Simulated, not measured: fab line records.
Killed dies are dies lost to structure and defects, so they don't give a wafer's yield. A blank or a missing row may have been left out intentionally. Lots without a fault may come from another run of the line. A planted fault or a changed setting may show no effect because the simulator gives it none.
fab line records	flow n5_finfet
record lots=7	wafers=21
route steps=1938 shown BEOL_M10@1512 BEOL_M11@1573 BEOL_M13@1694
start_h: start of the lot's first displayed wafer, in hours after the record's first day	wait_h: time in hours since the lot's previous step	" as in the row above	L1.1+2: a single row standing in for several wafers	- value missing, or start not given	* or withheld: withheld	< > ~ a bound
route shown NAME@n: NAME is a module with steps in the file, n the number in the route of the first one	usual: mean/standard deviation of fault-free wafers	same: alike in all rows	chamber/n: place in a boat	sites: the reading at each site	_std_site: the values' standard deviation	_edge_site: inner sites' mean taken away from outer sites' mean	radius_mm: for every site, how far away it sits from the centre of the wafer	mask NAME#n: copy n	behind: the last tool/chamber to shape the wafer	hold: cause of the lot's hold/its duration in hours/its outcome	device: the n, p or np transistor that did not switch	end of line: at the end of the route, the tests of the same wafers	a step without rows: its recipe alone	killed: dies that structure and defects cost at the first sort, which is not the same as the wafer's yield	map: a wafer's dies, x killed, . not, _ none there
set.NAME: setting as actually run; set.NAME@STEP: the setting as run at that earlier step	model.NAME: the simulator's own value behind a step, which no gauge read
lots whose settings were changed on purpose; a table a step, a row a wafer
## steps
# step N5_BEOL_M10_TRENCH_ETCH_37
# recipe chemistry=C4F6/O2	target_depth_a=1488.3	target=SiCOH_lowk	time_s=48	ion_energy_ev=250	pressure_mtorr=30	source_w=345	bias_w=185	Ar_flow_sccm=300	C4F6_flow_sccm=10	O2_flow_sccm=10
lot.wafer	tool	chamber	start_h	wait_h	set.time_s	model.etch.depth_nm	model.BEOL_M10.feature_depth_nm
L074.2	rie_diel-03	2	-	-	48	148.1	148
L074.4	"	1	"	"	48	148.3	148.4
L074.6	"	0	"	"	48	149.7	149.6
L080.2	rie_diel-04	1	-	-	48	152.3	152.2
L080.5+6	"	0,3	"	"	48	147.9	147.8
L081.1	rie_diel-02	3	-	-	48	151	151
L081.3	"	0	"	"	48	147.3	147.4
L081.5	"	1	"	"	54.92	167.8	167.8
L084.2	rie_diel-04	2	-	-	48	145.9	145.8
L084.3	"	1	"	"	48	154.3	154.4
L084.4	"	3	"	"	48	149.2	149.2
L085.1	rie_diel-02	1	-	-	57.45	177.1	177.2
L085.2	"	3	"	"	48	150.9	150.8
L085.3	"	0	"	"	57.45	174.7	174.6
L089.1	rie_diel-04	1	-	-	48	154.9	155
L089.4	"	3	"	"	48	149.6	149.6
L089.6	"	1	"	"	48	154.3	154.4
L094.1	rie_diel-03	2	-	-	48	148.2	148.2
L094.2	"	3	"	"	48	147.5	147.4
L094.6	"	1	"	"	48	146.8	146.8
# step N5_BEOL_M10_ETCH_41
# recipe chemistry=CH3F/O2	target=SiCN	target_depth_a=426	taper_deg=2	time_s=86	ion_energy_ev=120	mask_material=TiN	pressure_mtorr=30	source_w=395	bias_w=75	Ar_flow_sccm=150	CH3F_flow_sccm=30	O2_flow_sccm=20
# step N5_BEOL_M10_STRIP_77
# recipe chemistry=N2/H2	time_s=10	power_w=450	temp_c=40	pressure_mtorr=20	rf_frequency_hz=6e+07	bias_power_w=7	n2_flow_sccm=200	h2_flow_sccm=200
# step N5_BEOL_M10_OCD_MEAS_38
# usual trench_depth_nm=149.0/2.2
lot.wafer	tool	chamber	start_h	wait_h	set.time_s@BEOL_M10_TRENCH_ETCH_37	trench_depth_nm
L074.2	ocd-02	-	215.29	-	48	148.0
L074.4	"	-	"	"	48	148.0
L074.6	"	-	"	"	48	149.9
L080.2	ocd-02	-	254.53	-	48	152.9
L080.5	"	-	"	"	48	148.0
L080.6	"	-	"	"	48	147.8
L081.1	ocd-01	-	273.12	-	48	150.7
L081.3	"	-	"	"	48	147.0
L081.5	"	-	"	"	54.92	168.7
L084.2	ocd-02	-	292.27	-	48	145.9
L084.3	"	-	"	"	48	154.3
L084.4	"	-	"	"	48	148.8
L085.1	ocd-01	-	299.15	-	57.45	177.3
L085.2	"	-	"	"	48	150.6
L085.3	"	-	"	"	57.45	174.4
L089.1	ocd-02	-	327.21	-	48	155.1
L089.4	"	-	"	"	48	149.9
L089.6	"	-	"	"	48	153.9
L094.1	ocd-01	-	354.98	-	48	148.3
L094.2	"	-	"	"	48	147.2
L094.6	"	-	"	"	48	147.0
# step N5_BEOL_M10_HM_STRIP_39
# recipe chemistry=peroxide_tin_strip	material=TiN	target_depth_a=250	temp_c=50	time_s=158
# step N5_BEOL_M10_SRD_40
# recipe time_s=30	temp_c=23	rinse_liquid=diw	dry=ipa_marangoni
# step N5_BEOL_M10_ECD_50
# recipe material=Cu	target_thk_a=3180
# step N5_BEOL_M10_ANNEAL_51
# recipe temp_c=225	time_s=90	ambient=N2
# step N5_BEOL_M10_CMP_52
# recipe stop_on=SiCOH_lowk	t_overpolish_s=7	down_force_psi=1	platen_rpm=50	clearing_platen_down_force_psi=1.5	clearing_platen_rpm=50	post_cmp_clean=cu_alkaline	target_thk_nm=140	clearing_platen_pad_velocity_m_s=0.99484	pad_velocity_m_s=0.99484
lot.wafer	tool	chamber	start_h	wait_h	set.time_s@BEOL_M10_TRENCH_ETCH_37	model.Cu_of_BEOL_M10_ECD_50.thk_nm
L074.2	cmp-03	2	218.07	0.3	48	138.8
L074.4	"	3	"	"	48	138.2
L074.6	"	0	"	"	48	139.4
L080.2	cmp-02	3	257.84	0.4	48	144
L080.6	"	0	"	"	48	140.4
L080.5	"	1	"	"	48	140.6
L081.1	cmp-02	2	276.90	0.3	48	144.4
L081.3	"	0	"	"	48	139.2
L081.5	"	1	"	"	54.92	158.8
L084.2	cmp-02	3	294.44	0.2	48	136.8
L084.4	"	1	"	"	48	141
L084.3	"	2	"	"	48	145.8
L085.1	cmp-02	2	301.73	0.3	57.45	168.6
L085.3	"	3	"	"	57.45	164.2
L085.2	"	0	"	"	48	142.6
L089.4	cmp-01	3	329.29	0.2	48	140.6
L089.1	"	0	"	"	48	146.4
L089.6	"	1	"	"	48	146.6
L094.1	cmp-03	3	359.76	0.3	48	139
L094.2+6	"	0,2	"	"	48	137.6
# step N5_BEOL_M10_THK_MEAS_53
# recipe thk_meas_gauge=xrf	reads=Cu_of_BEOL_M10_ECD_50
# usual M10_THK=138.8/2.8
lot.wafer	tool	chamber	start_h	wait_h	set.time_s@BEOL_M10_TRENCH_ETCH_37	M10_THK[nm]
L074.2	film_metro-02	-	218.29	-	48	137.5
L074.4	"	-	"	"	48	137.7
L074.6	"	-	"	"	48	138.3
L080.2	film_metro-01	-	258.02	-	48	143.0
L080.5	"	-	"	"	48	139.4
L080.6	"	-	"	"	48	138.9
L081.1	film_metro-01	-	277.15	-	48	142.3
L081.3	"	-	"	"	48	137.6
L081.5	"	-	"	"	54.92	156.4
L084.2	film_metro-01	-	294.73	-	48	134.3
L084.3	"	-	"	"	48	143.4
L084.4	"	-	"	"	48	138.6
L085.1	film_metro-01	-	302.03	-	57.45	165.3
L085.2	"	-	"	"	48	140.1
L085.3	"	-	"	"	57.45	161.9
L089.1	film_metro-01	-	329.51	-	48	143.7
L089.4	"	-	"	"	48	137.4
L089.6	"	-	"	"	48	143.5
L094.1	film_metro-01	-	359.98	-	48	137.7
L094.2	"	-	"	"	48	135.6
L094.6	"	-	"	"	48	135.7
# step N5_BEOL_M10_PRE_CLEAN_55
# recipe gas=NH3	time_s=15	temp_c=withheld	rf_power_w=300
# step N5_BEOL_M10_DEP_56
# recipe material=SiCN	target_thk_a=150	temp_c=withheld	precursor=3MS/NH3	pressure_torr=3	rf_w=202	time_s=26.5
# step N5_BEOL_M10_RS_MEAS_57
# recipe thk_meas_gauge=four-point-probe	reads=Cu_of_BEOL_M10_ECD_50+Co_of_BEOL_M10_CVD_75+TaN_of_BEOL_M10_ALD_74
# usual M10_RS=0.1503/0.0029
lot.wafer	tool	chamber	start_h	wait_h	set.time_s@BEOL_M10_TRENCH_ETCH_37	M10_RS[ohm/sq]
L074.2	film_metro-02	-	218.42	0.1	48	0.1524
L074.4	"	-	"	"	48	0.1528
L074.6	"	-	"	"	48	0.1517
L080.2	film_metro-01	-	258.15	0.1	48	0.1459
L080.5	"	-	"	"	48	0.1506
L080.6	"	-	"	"	48	0.1505
L081.1	film_metro-01	-	277.29	0.1	48	0.1458
L081.3	"	-	"	"	48	0.1520
L081.5	"	-	"	"	54.92	0.1314
L084.2	film_metro-02	-	294.87	0.1	48	0.1549
L084.3	"	-	"	"	48	0.1441
L084.4	"	-	"	"	48	0.1499
L085.1	film_metro-01	-	302.16	0.1	57.45	0.1232
L085.2	"	-	"	"	48	0.1479
L085.3	"	-	"	"	57.45	0.1266
L089.1	film_metro-02	-	329.68	0.1	48	0.1438
L089.4	"	-	"	"	48	0.1502
L089.6	"	-	"	"	48	0.1431
L094.1	film_metro-01	-	360.12	0.1	48	0.1519
L094.2	"	-	"	"	48	0.1540
L094.6	"	-	"	"	48	0.1539
# step N5_BEOL_M11_ETCH_66
# recipe chemistry=N2/H2	target=SOC	target_depth_a=1200	overetch_a=240	mask_material=SiARC	temp_c=40	time_s=180	ion_energy_ev=200	pressure_mtorr=30	source_w=840	bias_w=150	n2_flow_sccm=200	h2_flow_sccm=200
lot.wafer	tool	chamber	start_h	wait_h	set.time_s	model.SiARC_of_BEOL_M11_COAT_64.thk_nm
L074.2+4	rie_diel-01	2,3	225.45	0.0	180	23.2
L074.6	"	3	"	"	148.6	24.4
L080.2	rie_diel-05	1	264.72	0.0	180	23
L080.5	"	0	"	"	180	22.6
L080.6	"	3	"	"	180	22.8
L081.1	rie_diel-01	3	281.61	0.0	142	24.6
L081.3+5	"	2	"	"	180	23
L084.2+4	rie_diel-06	0,1	299.63	0.0	180	22.6
L084.3	"	2	"	"	180	23
L085.1	rie_diel-05	3	308.72	0.0	192.4	22.6
L085.2	"	0	"	"	192.4	22.2
L085.3	"	2	"	"	180	22.6
L089.1	rie_diel-05	2	334.95	0.0	180	22.4
L089.4	"	1	"	"	200.3	21.8
L089.6	"	1	"	"	180	22.6
L094.1	rie_diel-06	1	364.89	0.0	180	22.8
L094.2	"	0	"	"	180	23
L094.6	"	2	"	"	180	23.2
# step N5_BEOL_M11_TRENCH_ETCH_37
# recipe chemistry=C4F6/O2	target_depth_a=1488.3	target=SiCOH_lowk	time_s=48	ion_energy_ev=250	pressure_mtorr=30	source_w=345	bias_w=185	Ar_flow_sccm=300	C4F6_flow_sccm=10	O2_flow_sccm=10
lot.wafer	tool	chamber	start_h	wait_h	set.time_s	model.BEOL_M11.feature_depth_nm	model.etch.depth_nm
L074.2	rie_diel-01	2	-	-	45.03	137.6	137.7
L074.4	"	3	"	"	48	146.2	146.1
L074.6	"	3	"	"	45.03	135.4	135.3
L080.2+5	rie_diel-05	1,0	-	-	48	146.6	146.6
L080.6	"	3	"	"	48	146.4	146.5
L081.1	rie_diel-01	3	-	-	48	148.4	148.3
L081.3	"	2	"	"	43.23	135	135
L081.5	"	2	"	"	48	148.8	148.8
L084.2	rie_diel-06	0	-	-	48	150.2	150.1
L084.3	"	2	"	"	41.85	126.4	126.4
L084.4	"	1	"	"	48	149.4	149.3
L085.1	rie_diel-05	3	-	-	48	143.4	143.4
L085.2	"	0	"	"	48	147.2	147.2
L085.3	"	2	"	"	43.18	136.6	136.7
L089.1	rie_diel-05	2	-	-	58.68	187.2	187.2
L089.4	"	1	"	"	48	150.4	150.5
L089.6	"	1	"	"	48	150.6	150.6
L094.1	rie_diel-06	1	-	-	48	149.2	149.2
L094.2	"	0	"	"	48	149.4	149.4
L094.6	"	2	"	"	48	145	145
# step N5_BEOL_M11_ETCH_41
# recipe chemistry=CH3F/O2	target=SiCN	target_depth_a=426	taper_deg=2	time_s=86	ion_energy_ev=120	mask_material=TiN	pressure_mtorr=30	source_w=395	bias_w=75	Ar_flow_sccm=150	CH3F_flow_sccm=30	O2_flow_sccm=20
# step N5_BEOL_M11_STRIP_77
# recipe chemistry=N2/H2	time_s=10	power_w=450	temp_c=40	pressure_mtorr=20	rf_frequency_hz=6e+07	bias_power_w=7	n2_flow_sccm=200	h2_flow_sccm=200
# step N5_BEOL_M11_OCD_MEAS_38
# usual trench_depth_nm=147.9/2.9
lot.wafer	tool	chamber	start_h	wait_h	set.time_s@BEOL_M11_TRENCH_ETCH_37	trench_depth_nm
L074.2	ocd-01	-	225.86	-	45.03	137.3
L074.4	"	-	"	"	48	146.1
L074.6	"	-	"	"	45.03	135.4
L080.2	ocd-02	-	265.13	-	48	146.3
L080.5	"	-	"	"	48	146.3
L080.6	"	-	"	"	48	146.4
L081.1	ocd-01	-	282.01	-	48	147.9
L081.3	"	-	"	"	43.23	135.0
L081.5	"	-	"	"	48	147.7
L084.2	ocd-01	-	300.04	-	48	150.0
L084.3	"	-	"	"	41.85	126.7
L084.4	"	-	"	"	48	148.9
L085.1	ocd-01	-	309.13	-	48	142.8
L085.2	"	-	"	"	48	147.2
L085.3	"	-	"	"	43.18	136.6
L089.1	ocd-02	-	335.36	-	58.68	187.3
L089.4	"	-	"	"	48	150.1
L089.6	"	-	"	"	48	150.5
L094.1	ocd-01	-	365.30	-	48	149.1
L094.2	"	-	"	"	48	149.3
L094.6	"	-	"	"	48	145.2
# step N5_BEOL_M11_CURE_72
# recipe temp_c=370	time_s=120	ambient=DMADMS/He	material=SiCOH_lowk
# usual lamp_power_pct=52.31/0.054
lot.wafer	tool	chamber	start_h	wait_h	set.time_s	lamp_power_pct
L074.2	uv_cure-02	2	226.21	0.2	129.2	51.99
L074.4	"	2	"	"	120	52.38
L074.6	"	2	"	"	129.2	52.05
L080.2	uv_cure-02	0	265.38	0.1	120	52.25
L080.5	"	0	"	"	120	52.27
L080.6	"	0	"	"	127.6	51.86
L081.1	uv_cure-02	2	282.21	0.0	95.02	52.34
L081.3	"	2	"	"	120	52.27
L081.5	"	2	"	"	95.02	52.25
L084.2	uv_cure-01	0	300.38	0.1	105.1	52.34
L084.3	"	0	"	"	120	52.34
L084.4	"	0	"	"	105.1	52.32
L085.1	uv_cure-01	2	309.34	0.0	138.7	51.56
L085.2	"	2	"	"	120	52.18
L085.3	"	2	"	"	138.7	51.52
L089.1	uv_cure-03	0	335.55	0.0	110.5	52.35
L089.4	"	0	"	"	110.5	52.30
L089.6	"	0	"	"	120	52.30
L094.1	uv_cure-03	1	365.49	0.0	120	52.33
L094.2	"	1	"	"	120	52.24
L094.6	"	1	"	"	120	52.27
# step N5_BEOL_M11_DEGAS_44
# recipe ambient=vacuum	temp_c=250	time_s=60
# step N5_BEOL_M11_PRE_CLEAN_45
# recipe gas=H2/He	time_s=30	temp_c=250
# step N5_BEOL_M11_ECD_50
# recipe material=Cu	target_thk_a=3180
# step N5_BEOL_M11_ANNEAL_51
# recipe temp_c=225	time_s=90	ambient=N2
# step N5_BEOL_M11_CMP_52
# recipe stop_on=SiCOH_lowk	t_overpolish_s=7	down_force_psi=1	platen_rpm=50	clearing_platen_down_force_psi=1.5	clearing_platen_rpm=50	post_cmp_clean=cu_alkaline	target_thk_nm=140	clearing_platen_pad_velocity_m_s=0.99484	pad_velocity_m_s=0.99484
lot.wafer	tool	chamber	start_h	wait_h	set.time_s@BEOL_M11_TRENCH_ETCH_37	model.Cu_of_BEOL_M11_ECD_50.thk_nm
L074.2	cmp-01	3	229.35	0.4	45.03	128.8
L074.4	"	1	"	"	48	138.2
L074.6	"	0	"	"	45.03	128.2
L080.2	cmp-01	3	267.17	0.3	48	137.8
L080.5	"	1	"	"	48	137.4
L080.6	"	2	"	"	48	139.2
L081.1	cmp-04	1	284.33	0.3	48	139.2
L081.3	"	3	"	"	43.23	125
L081.5	"	0	"	"	48	140.6
L084.4	cmp-01	0	302.49	0.3	48	141
L084.2	"	1	"	"	48	142.4
L084.3	"	2	"	"	41.85	117.2
L085.1	cmp-04	2	311.26	0.3	48	134.6
L085.3	"	0	"	"	43.18	130.2
L085.2	"	1	"	"	48	139.2
L089.1	cmp-01	1	337.42	0.3	58.68	178.4
L089.4	"	2	"	"	48	141
L089.6	"	2	"	"	48	141.6
L094.1	cmp-03	2	367.96	0.3	48	140.4
L094.2	"	0	"	"	48	139.8
L094.6	"	1	"	"	48	137
# step N5_BEOL_M11_THK_MEAS_53
# recipe thk_meas_gauge=xrf	reads=Cu_of_BEOL_M11_ECD_50
# usual M11_THK=138/3.5
lot.wafer	tool	chamber	start_h	wait_h	set.time_s@BEOL_M11_TRENCH_ETCH_37	M11_THK[nm]
L074.2	film_metro-02	-	229.65	-	45.03	127
L074.4	"	-	"	"	48	136
L074.6	"	-	"	"	45.03	127
L080.2	film_metro-01	-	267.39	-	48	137
L080.5	"	-	"	"	48	136
L080.6	"	-	"	"	48	138
L081.1	film_metro-01	-	284.58	-	48	138
L081.3	"	-	"	"	43.23	123
L081.5	"	-	"	"	48	139
L084.2	film_metro-02	-	302.75	-	48	142
L084.3	"	-	"	"	41.85	117
L084.4	"	-	"	"	48	140
L085.1	film_metro-01	-	311.55	-	48	132
L085.2	"	-	"	"	48	136
L085.3	"	-	"	"	43.18	128
L089.1	film_metro-01	-	337.71	-	58.68	175
L089.4	"	-	"	"	48	138
L089.6	"	-	"	"	48	139
L094.1	film_metro-01	-	368.50	-	48	137
L094.2	"	-	"	"	48	136
L094.6	"	-	"	"	48	134
# step N5_BEOL_M11_PRE_CLEAN_55
# recipe gas=NH3	time_s=15	temp_c=withheld	rf_power_w=300
# step N5_BEOL_M11_DEP_56
# recipe material=SiCN	target_thk_a=300	temp_c=withheld	precursor=3MS/NH3	pressure_torr=3	rf_w=675	time_s=10.5
# step N5_BEOL_M11_RS_MEAS_57
# recipe thk_meas_gauge=four-point-probe	reads=Cu_of_BEOL_M11_ECD_50+Co_of_BEOL_M11_CVD_75+TaN_of_BEOL_M11_ALD_74
# usual M11_RS=0.152/0.0037
lot.wafer	tool	chamber	start_h	wait_h	set.time_s@BEOL_M11_TRENCH_ETCH_37	M11_RS[ohm/sq]
L074.2	film_metro-02	-	229.77	0.0	45.03	0.166
L074.4	"	-	"	"	48	0.153
L074.6	"	-	"	"	45.03	0.166
L080.2	film_metro-02	-	267.52	0.0	48	0.154
L080.5	"	-	"	"	48	0.154
L080.6	"	-	"	"	48	0.152
L081.1	film_metro-01	-	284.71	0.0	48	0.152
L081.3	"	-	"	"	43.23	0.171
L081.5	"	-	"	"	48	0.150
L084.2	film_metro-02	-	302.87	0.0	48	0.148
L084.3	"	-	"	"	41.85	0.184
L084.4	"	-	"	"	48	0.150
L085.1	film_metro-01	-	311.71	0.1	48	0.158
L085.2	"	-	"	"	48	0.152
L085.3	"	-	"	"	43.18	0.163
L089.1	film_metro-01	-	337.83	0.0	58.68	0.116
L089.4	"	-	"	"	48	0.150
L089.6	"	-	"	"	48	0.150
L094.1	film_metro-01	-	368.65	0.1	48	0.151
L094.2	"	-	"	"	48	0.151
L094.6	"	-	"	"	48	0.155
# step N5_BEOL_M13_ETCH_68
# recipe chemistry=N2/H2	target=SOC	mask_material=SiARC	source_w=3000	bias_w=350	temp_c=40	time_s=355	ion_energy_ev=200	pressure_mtorr=30	n2_flow_sccm=200	h2_flow_sccm=200
lot.wafer	tool	chamber	start_h	wait_h	set.time_s	model.SiARC_of_BEOL_M13_COAT_66.thk_nm
L074.2	rie_diel-01	2	239.15	0.1	355	77.2
L074.4	"	0	"	"	434.6	68.8
L074.6	"	0	"	"	434.6	68.6
L080.2	rie_diel-01	1	276.22	0.1	355	76.2
L080.5	"	1	"	"	314.4	80.2
L080.6	"	0	"	"	314.4	80.8
L081.1	rie_diel-05	3	294.47	0.1	355	77.6
L081.3	"	0	"	"	355	77.2
L081.5	"	0	"	"	401.8	73.2
L084.2	rie_diel-05	2	310.00	0.1	434.8	69.2
L084.3	"	0	"	"	434.8	70.8
L084.4	"	3	"	"	355	78.2
L085.1	rie_diel-01	3	318.64	0.1	401.4	73.2
L085.2	"	0	"	"	355	77.6
L085.3	"	2	"	"	355	77.8
L089.1	rie_diel-05	3	345.50	0.1	355	77.8
L089.4	"	2	"	"	355	76.2
L089.6	"	2	"	"	355	76
L094.1	rie_diel-06	1	374.96	0.1	355	77.4
L094.2	"	2	"	"	355	78
L094.6	"	0	"	"	355	76.6
## key
split step=N5_BEOL_M10_TRENCH_ETCH_37	setting=time_s	stated=48	by=wafer
response step=N5_BEOL_M10_TRENCH_ETCH_37	reading=model.etch.depth_nm	change=+1.28	per=1%	r=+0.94
response step=N5_BEOL_M10_TRENCH_ETCH_37	reading=model.BEOL_M10.feature_depth_nm	change=+1.28	per=1%	r=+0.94
response step=N5_BEOL_M10_OCD_MEAS_38	reading=trench_depth_nm	change=+1.32	per=1%	r=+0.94
response step=N5_BEOL_M10_CMP_52	reading=model.Cu_of_BEOL_M10_ECD_50.thk_nm	change=+1.2	per=1%	r=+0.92
response step=N5_BEOL_M10_THK_MEAS_53	reading=M10_THK	change=+1.17	per=1%	r=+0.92
response step=N5_BEOL_M10_RS_MEAS_57	reading=M10_RS	change=-0.00119	per=1%	r=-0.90
split step=N5_BEOL_M11_ETCH_66	setting=time_s	stated=180	by=wafer
response step=N5_BEOL_M11_ETCH_66	reading=model.SiARC_of_BEOL_M11_COAT_64.thk_nm	change=-0.0692	per=1%	r=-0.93
split step=N5_BEOL_M11_TRENCH_ETCH_37	setting=time_s	stated=48	by=wafer
response step=N5_BEOL_M11_TRENCH_ETCH_37	reading=model.BEOL_M11.feature_depth_nm	change=+1.56	per=1%	r=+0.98
response step=N5_BEOL_M11_TRENCH_ETCH_37	reading=model.etch.depth_nm	change=+1.56	per=1%	r=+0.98
response step=N5_BEOL_M11_OCD_MEAS_38	reading=trench_depth_nm	change=+1.55	per=1%	r=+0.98
response step=N5_BEOL_M11_CMP_52	reading=model.Cu_of_BEOL_M11_ECD_50.thk_nm	change=+1.58	per=1%	r=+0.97
response step=N5_BEOL_M11_THK_MEAS_53	reading=M11_THK	change=+1.56	per=1%	r=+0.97
response step=N5_BEOL_M11_RS_MEAS_57	reading=M11_RS	change=-0.00174	per=1%	r=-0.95
split step=N5_BEOL_M11_CURE_72	setting=time_s	stated=120	by=wafer
response step=N5_BEOL_M11_CURE_72	reading=lamp_power_pct	shape=bent	at_lowest=*	at_stated=*	at_highest=*
split step=N5_BEOL_M13_ETCH_68	setting=time_s	stated=355	by=wafer
response step=N5_BEOL_M13_ETCH_68	reading=model.SiARC_of_BEOL_M13_COAT_66.thk_nm	change=-0.363	per=1%	r=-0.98
